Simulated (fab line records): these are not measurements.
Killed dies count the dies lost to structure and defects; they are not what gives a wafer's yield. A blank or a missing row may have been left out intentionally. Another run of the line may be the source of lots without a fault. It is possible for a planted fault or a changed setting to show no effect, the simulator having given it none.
Matching of chambers -- flow nandHarc -- rieDiel-11 running NHARC_A_STAIRCASE_DESCUM_168: 4 sister chambers
The step chemistry O2, time 3 s. 8 wafers are shown with their chamber, then 8 later ones without.

## WAFERS WITH THEIR CHAMBER
wafer,chamber,drypumpMotorCurrentA (A),oesProductAu (a.u.)
L081.1,0,6.21,0.986
L086.4,1,5.48,1.000
L086.5,1,5.46,0.991
L086.6,2,5.92,1.003
L088.1,0,6.18,0.989
L088.3,2,5.85,1.001
L088.6,3,5.90,0.993
L093.1,3,5.90,0.988

## WAFERS MISSING THEIR CHAMBER
wafer,drypumpMotorCurrentA (A),oesProductAu (a.u.)
L093.4,5.48,0.992
L093.6,5.49,0.987
L092.3,5.91,1.000
L092.4,5.91,1.005
L092.6,5.92,0.998
L097.2,5.91,0.985
L097.4,5.94,0.996
L097.5,5.47,0.986

## EACH ONE'S CHAMBER
wafer,from the rows above,in truth
L093.4,1,1
L093.6,1,1
L092.3,can't be placed: 2 or 3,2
L092.4,2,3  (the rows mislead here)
L092.6,can't be placed: 2 or 3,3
L097.2,3,3
L097.4,can't be placed: 3 or 2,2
L097.5,1,1
Correct placement for 4 of the 8. Cannot be placed on the basis of these rows: 3; the candidates contain the true chamber in 3. Number placed wrongly: 1.
How it was worked out, from the rows above alone: a wafer's distance from a chamber is the root of the sum, over the readings, of the square of ((its reading less the chamber's mean) divided by the reading's scatter). The wafer belongs to the nearest chamber; if the next one is less than 2 further off, it can't be placed. Each chamber's mean is taken over the wafers shown for it. The scatter: take each reading less its chamber's mean, square it, sum over the shown wafers, divide by the number of wafers less the number of chambers, and take the root.
